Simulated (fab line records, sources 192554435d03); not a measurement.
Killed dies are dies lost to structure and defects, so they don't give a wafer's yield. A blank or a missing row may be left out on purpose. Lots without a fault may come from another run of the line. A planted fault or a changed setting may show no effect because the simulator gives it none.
Split-lot experiment | flow n5_finfet | 7 lots, 21 wafers read, on a route of 1938 steps

THE SPLIT
At N5_BEOL_M15_TRENCH_ETCH_34 (etches SiO2 in C4F8/O2/Ar, target depth 872.93 nm, time 199 s), the setting bias_w was moved away from the recipe's 2040 W on 6 of the 21 wafers read, by -16.3% to +15.1%. The other wafers ran this setting at the recipe's value.

The reading is taken at the split's own step.

THE READING
rf_vpp_V, in V, at N5_BEOL_M15_TRENCH_ETCH_34 (etches SiO2 in C4F8/O2/Ar, target depth 872.93 nm, time 199 s). Fault-free wafers of this fab line usually give 2234 V, standard deviation 35 V.

wafer  | tool, chamber at the split | bias_w as run, W | against the recipe | rf_vpp_V, V | against lot-mates on the recipe
L074.1 | rie_diel-02, 0             | 2040             | recipe             | 2214        | -
L074.2 | rie_diel-02, 1             | 2040             | recipe             | 2227        | -
L074.5 | rie_diel-02, 3             | 2040             | recipe             | 2217        | -
L082.2 | rie_diel-05, 0             | 2040             | recipe             | 2312        | -
L082.5 | rie_diel-05, 3             | 2040             | recipe             | 2244        | -
L082.6 | rie_diel-05, 1             | 2040             | recipe             | 2249        | -
L084.4 | rie_diel-02, 1             | 2172             | +6.5%              | 2325        | +93
L084.5 | rie_diel-02, 2             | 2040             | recipe             | 2232        | -
L084.6 | rie_diel-02, 1             | 2172             | +6.5%              | 2326        | +94
L086.1 | rie_diel-01, 2             | 2040             | recipe             | 2298        | -
L086.4 | rie_diel-01, 3             | 2233             | +9.5%              | 2366        | +112
L086.5 | rie_diel-01, 1             | 2040             | recipe             | 2211        | -
L091.1 | rie_diel-01, 3             | 2040             | recipe             | 2221        | -
L091.4 | rie_diel-01, 0             | 1708             | -16.3%             | 1946        | -275
L091.5 | rie_diel-01, 1             | 1708             | -16.3%             | 1949        | -272
L092.3 | rie_diel-05, 1             | 2349             | +15.1%             | 2477        | +276
L092.5 | rie_diel-05, 2             | 2040             | recipe             | 2159        | -
L092.6 | rie_diel-05, 3             | 2040             | recipe             | 2244        | -
L093.3 | rie_diel-02, 2             | 2040             | recipe             | 2231        | -
L093.4 | rie_diel-02, 0             | 2040             | recipe             | 2213        | -
L093.6 | rie_diel-02, 1             | 2040             | recipe             | 2226        | -

THE FIT
A straight line over all 21 wafers: rf_vpp_V changes by +16.6 V for each +1% of bias_w; r = +0.96; the points scatter about the line by 32 V.
The same after taking each lot's own level away (the mean of its wafers on the recipe; 21 wafers): +16.5 V for each +1%; r = +0.97; scatter 27 V.
On that fit, the largest move of bias_w shifts the reading by 2.7e+02 V.
The lots' own levels span 2201.5 to 2268.3 V, that is 1.9 times the standard deviation above.
So the lot-to-lot level changes the slope little: the two slopes agree.
Check: with one of the wafers moved furthest among these (-16.3%) left out of the fit, the line predicts -268 V for it against its lot-mates. It came out at -275 V against them.
Tool readings at the split's step, against how far the setting was moved: rf_vpp_V r = +0.96.

OTHER SPLITS ON THESE WAFERS
These wafers also went through other splits before the reading. Each is held against what the fit with the lots' levels taken away leaves over:
other split on the same wafers    | wafers away from the commonest value | r with rf_vpp_V (lot level and that fit taken away)
N5_BEOL_M13_TRENCH_ETCH_34 time_s | 6                                    | +0.23
N5_BEOL_M15_COAT_04 spin_rpm      | 9                                    | +0.32

THE FILE'S OWN FIT
rf_vpp_V changes by +16.4 V for each +1% of bias_w, r = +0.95.
